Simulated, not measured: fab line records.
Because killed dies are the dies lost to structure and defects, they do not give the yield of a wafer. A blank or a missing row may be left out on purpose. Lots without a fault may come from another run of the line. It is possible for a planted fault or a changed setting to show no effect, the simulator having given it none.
Matching of chambers | flow n5 finfet | N5_BEOL_M2_CO_CAP_55 on cvd co-01: 3 sister chambers
The step material Co, precursor CCTBA/H2, target thk 2 nm, time 102.1 s. 3 wafers are shown with their chamber, then 12 later ones without.

## WAFERS WITH THEIR CHAMBER
wafer  | chamber | heater power w (W)
L087.6 | 1       | 179
L089.3 | 0       | 303
L089.5 | 2       | 191

## WAFERS MISSING THEIR CHAMBER
wafer  | heater power w (W)
L090.2 | 181
L090.3 | 197
L090.6 | 192
L092.1 | 311
L092.2 | 182
L092.6 | 180
L091.1 | 191
L091.3 | 306
L091.6 | 309
L095.4 | 184
L095.5 | 196
L095.6 | 308

## WHICH CHAMBER EACH WENT THROUGH
wafer  | from the rows above     | in truth
L090.2 | can't be placed: 1 or 2 | 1
L090.3 | 2                       | 2
L090.6 | 2                       | 2
L092.1 | 0                       | 0
L092.2 | can't be placed: 1 or 2 | 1
L092.6 | 1                       | 1
L091.1 | 2                       | 2
L091.3 | 0                       | 0
L091.6 | 0                       | 0
L095.4 | can't be placed: 1 or 2 | 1
L095.5 | 2                       | 2
L095.6 | 0                       | 0
Correct placement for 9 of the 12. Can't be placed from these rows: 3 (the true chamber is among the candidates in 3). Placed wrongly: 0.
How it was worked out, from the rows above alone: a wafer's distance from a chamber is the root of the sum, over the readings, of the square of ((its reading less the chamber's mean) divided by the reading's scatter). If the next closest chamber is less than 2 further off than the closest, the wafer can't be placed; otherwise it belongs to the closest. The mean given for a chamber averages the wafers shown for that chamber. The scatter: root of mean squared gap, hidden wafer to nearest shown wafer, with one shown wafer a chamber.
